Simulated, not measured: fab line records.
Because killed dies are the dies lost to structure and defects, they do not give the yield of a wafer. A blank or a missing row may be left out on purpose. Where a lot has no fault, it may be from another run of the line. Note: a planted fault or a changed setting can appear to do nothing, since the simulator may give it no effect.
A lot that was struck, set against a sound lot | flow nand harc | 23 out of 1302 route steps
Sound: wafers L227.1, L227.2, L227.4. The struck wafers were L229.1, L229.3, L229.6. Last of all comes the cause.
At each step with rows: each side's tool, then ch and its chambers, then its first start. Under that, the readings that differ: sound wafers | struck wafers | difference of the means | sigmas: that difference in standard deviations of wafers without a fault.
alike: words and numbers the same on both sides, and readings whose means are apart by under 2 such deviations; not compared: readings that were withheld, readings missing a value for some wafer, numbers with overlapping values and no deviation given by the record, and bounds like >300 which may hide the same value.
Wherever a step has rows on one side only, a row that says differs or no value, or a row with sigmas, the two part there. Numbers that have no deviation but don't overlap get no sigmas and don't part them. A reading missing from all wafers of one side parts the sides only when that side holds two or more wafers.

first, 4 steps without rows for these wafers: NHARC_P_GATE_EBR_87; NHARC_P_GATE_EXPOSE_88 (exposes mask P HVN, target cd 2000 nm); NHARC_P_GATE_PEB_89 (peb time 85 s); NHARC_P_GATE_DEVELOP_90 (time 70 s).
NHARC_P_GATE_CD_MEAS_91: the cd target is 2000 nm.
  sound on cd sem-02 ch 0, day 9 15:34; struck on cd sem-03 ch 0, day 10 09:04
  alike: cd nm
then, 3 steps without rows for these wafers: NHARC_P_GATE_HARDBAKE_92 (time 80 s); NHARC_P_GATE_DESCUM_93 (chemistry O2, time 3 s); NHARC_P_GATE_IMPLANT_94.
NHARC_P_GATE_STRIP_113: strips in N2/H2, time 740 s.
  sound on plasma asher-01 ch 0,1, day 9 16:05; struck on plasma asher-02 ch 0,1, day 10 09:43
  alike: drypump motor current A, heater power w, rf refl power W
  not compared: rf hours counter h
then, 2 steps without rows for these wafers: NHARC_P_GATE_STRIP_95 (strips in O2); NHARC_P_GATE_STRIP_96 (strips in SPM, time 900 s).
NHARC_P_GATE_RTA_64: time 1 s.
  sound on rtp anneal-02 ch 0, day 9 17:22; struck on rtp anneal-02 ch 0, day 10 11:13
  alike: lamp power pct, wafer_temp_C_max
NHARC_P_GATE_ETCH_77: etches SiO2 in dHF, target depth 6 nm.
  sound on wet bench-01 ch 2,3,4, day 9 17:34; struck on wet bench-01 ch 1,3,4, day 10 11:25
NHARC_P_GATE_DEGAS_109: time 60 s.
  sound: pvd sputter-01 at day 9 17:40; struck: pvd sputter-03 at day 10 11:31
  alike: heater power w
then, 5 steps without rows for these wafers: NHARC_P_GATE_PRE_CLEAN_110 (time 30 s); NHARC_P_GATE_SPUTTER_78 (material Ni, target thk 10 nm); NHARC_P_GATE_SPUTTER_79 (material TiN, target thk 10 nm); NHARC_P_GATE_RTA_80 (time 30 s); NHARC_P_GATE_STRIP_67 (strips in SPM, time 600 s).
NHARC_P_GATE_RTA_82: time 30 s.
  sound on rtp anneal-02 ch 0, day 9 18:26; struck on rtp anneal-02 ch 0, day 10 12:16
  alike: lamp power pct, wafer_temp_C_max
NHARC_P_GATE_INSPECT_68:
  sound: defect inspect-02 at day 9 18:38; struck: defect inspect-01 at day 10 12:28
  reading          | sound       | struck      | difference | sigmas
  raw defect count | 235 170 154 | 583 493 676 | +398       | +6
NHARC_P_CONTACT_DEP_30: deposits SiNx, target thk 30 nm.
  sound on pecvd-01 ch 0,1,2, day 9 18:44; struck on pecvd-04 ch 0,1, day 10 12:32
  alike: heater power w
-- break in the record here, with 18 days between the starts of the struck wafers on either side (left off in module P_CONTACT, picked up again in module END, where the first step shown is number 1302 on the route) --
NHARC_END_SORT_01:
  sound on prober-02 ch 0, day 28 08:28; struck on prober-02 ch 0, day 28 19:47
  reading             | sound    | struck      | difference | sigmas
  killed at periphery | 4 6 3    | 58 81 64    | +63        | +21
  killed dies         | 62 59 57 | 108 126 119 | +58        | +3
  alike: killed at array, killed at other, killed open, killed short

WHERE THEY PART
Last at NHARC_END_SORT_01 as far as this record goes, first at NHARC_P_GATE_INSPECT_68.

WHY: whatever the simulator had introduced
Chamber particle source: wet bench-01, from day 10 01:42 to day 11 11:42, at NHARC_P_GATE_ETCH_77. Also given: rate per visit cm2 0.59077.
